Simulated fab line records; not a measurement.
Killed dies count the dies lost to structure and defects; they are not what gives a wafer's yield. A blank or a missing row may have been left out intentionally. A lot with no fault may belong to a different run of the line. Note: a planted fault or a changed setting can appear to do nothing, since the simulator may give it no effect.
Chamber matching :: flow nand_harc :: 4 sister chambers for NHARC_A_ZERO_WELL_ETCH_19 on rie_diel-06
The step etches the open film in N2/H2, target depth 80 nm, overetch 24 nm, time 87.88 s. 8 wafers are shown with their chamber, then 8 later ones without.

## EACH WAFER AND ITS CHAMBER
wafer: L185.4
chamber: 3
drypump_motor_current_A (A): 6.5
rf_vpp_V (V): 431.8

wafer: L185.6
chamber: 3
drypump_motor_current_A (A): 6.4
rf_vpp_V (V): 431.7

wafer: L191.4
chamber: 2
drypump_motor_current_A (A): 6.1
rf_vpp_V (V): 436.5

wafer: L191.6
chamber: 0
drypump_motor_current_A (A): 5.6
rf_vpp_V (V): 428.4

wafer: L193.1
chamber: 0
drypump_motor_current_A (A): 5.6
rf_vpp_V (V): 429.1

wafer: L193.3
chamber: 1
drypump_motor_current_A (A): 5.2
rf_vpp_V (V): 429.5

wafer: L193.4
chamber: 2
drypump_motor_current_A (A): 6.2
rf_vpp_V (V): 434.0

wafer: L194.1
chamber: 1
drypump_motor_current_A (A): 5.2
rf_vpp_V (V): 431.1

## WAFERS WITH NO CHAMBER GIVEN
wafer: L194.4
drypump_motor_current_A (A): 5.6
rf_vpp_V (V): 426.9

wafer: L194.5
drypump_motor_current_A (A): 5.6
rf_vpp_V (V): 427.0

wafer: L195.2
drypump_motor_current_A (A): 5.6
rf_vpp_V (V): 428.9

wafer: L195.3
drypump_motor_current_A (A): 6.4
rf_vpp_V (V): 431.5

wafer: L195.5
drypump_motor_current_A (A): 6.1
rf_vpp_V (V): 435.7

wafer: L196.2
drypump_motor_current_A (A): 6.5
rf_vpp_V (V): 432.0

wafer: L196.4
drypump_motor_current_A (A): 5.1
rf_vpp_V (V): 430.3

wafer: L196.5
drypump_motor_current_A (A): 6.1
rf_vpp_V (V): 434.0

## WHICH CHAMBER EACH WENT THROUGH
wafer: L194.4
from the rows above: 0
in truth: 0

wafer: L194.5
from the rows above: 0
in truth: 0

wafer: L195.2
from the rows above: 0
in truth: 0

wafer: L195.3
from the rows above: 3
in truth: 3

wafer: L195.5
from the rows above: 2
in truth: 2

wafer: L196.2
from the rows above: 3
in truth: 3

wafer: L196.4
from the rows above: 1
in truth: 1

wafer: L196.5
from the rows above: 2
in truth: 2
8 of 8 placed correctly. From these rows, 0 cannot be placed. Number placed wrongly: 0.
How it was worked out, from the rows above alone: a wafer's distance from a chamber is the root of the sum, over the readings, of the square of ((its reading less the chamber's mean) divided by the reading's scatter). If the next closest chamber is less than 2 further off than the closest, the wafer can't be placed; otherwise it belongs to the closest. The mean given for a chamber averages the wafers shown for that chamber. The scatter: take each reading less its chamber's mean, square it, sum over the shown wafers, divide by the number of wafers less the number of chambers, and take the root.
